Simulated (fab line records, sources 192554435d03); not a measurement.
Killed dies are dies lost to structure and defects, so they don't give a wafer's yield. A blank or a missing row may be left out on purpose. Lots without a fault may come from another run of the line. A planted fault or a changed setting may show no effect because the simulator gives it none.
Chamber matching | flow n5_finfet | N5_FIN_SAQP_ETCH_69 on rie_diel-01: 4 sister chambers
The step etches SOC in N2/H2, stops on SiNx, target depth 150 nm. 4 wafers are shown with their chamber, then 9 later ones without.

WAFERS WITH THEIR CHAMBER
wafer  | chamber | showerhead_plenum_p_Torr (Torr)
L086.1 | 0       | 2.57
L086.4 | 3       | 2.63
L089.5 | 2       | 2.61
L089.6 | 1       | 2.56

WAFERS WITHOUT THEIR CHAMBER
wafer  | showerhead_plenum_p_Torr (Torr)
L092.1 | 2.56
L092.4 | 2.57
L092.5 | 2.57
L094.2 | 2.56
L094.3 | 2.61
L094.6 | 2.56
L096.3 | 2.55
L096.4 | 2.60
L096.6 | 2.55

WHICH CHAMBER EACH WENT THROUGH
wafer  | from the rows above     | in truth
L092.1 | can't be placed: 1 or 0 | 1
L092.4 | can't be placed: 0 or 1 | 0
L092.5 | can't be placed: 0 or 1 | 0
L094.2 | can't be placed: 1 or 0 | 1
L094.3 | 2                       | 2
L094.6 | can't be placed: 1 or 0 | 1
L096.3 | can't be placed: 1 or 0 | 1
L096.4 | 2                       | 2
L096.6 | can't be placed: 1 or 0 | 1
Placed correctly: 2 of 9. Can't be placed from these rows: 7 (the true chamber is among the candidates in 7). Placed wrongly: 0.
How it was worked out, from the rows above alone: a wafer's distance from a chamber is the root of the sum, over the readings, of the square of ((its reading less the chamber's mean) divided by the reading's scatter). The wafer belongs to the nearest chamber; if the next one is less than 2 further off, it can't be placed. A chamber's mean is the mean of its shown wafers. The scatter: with one shown wafer a chamber, the root of the mean of the squares of how far each hidden wafer lies from its nearest shown one.
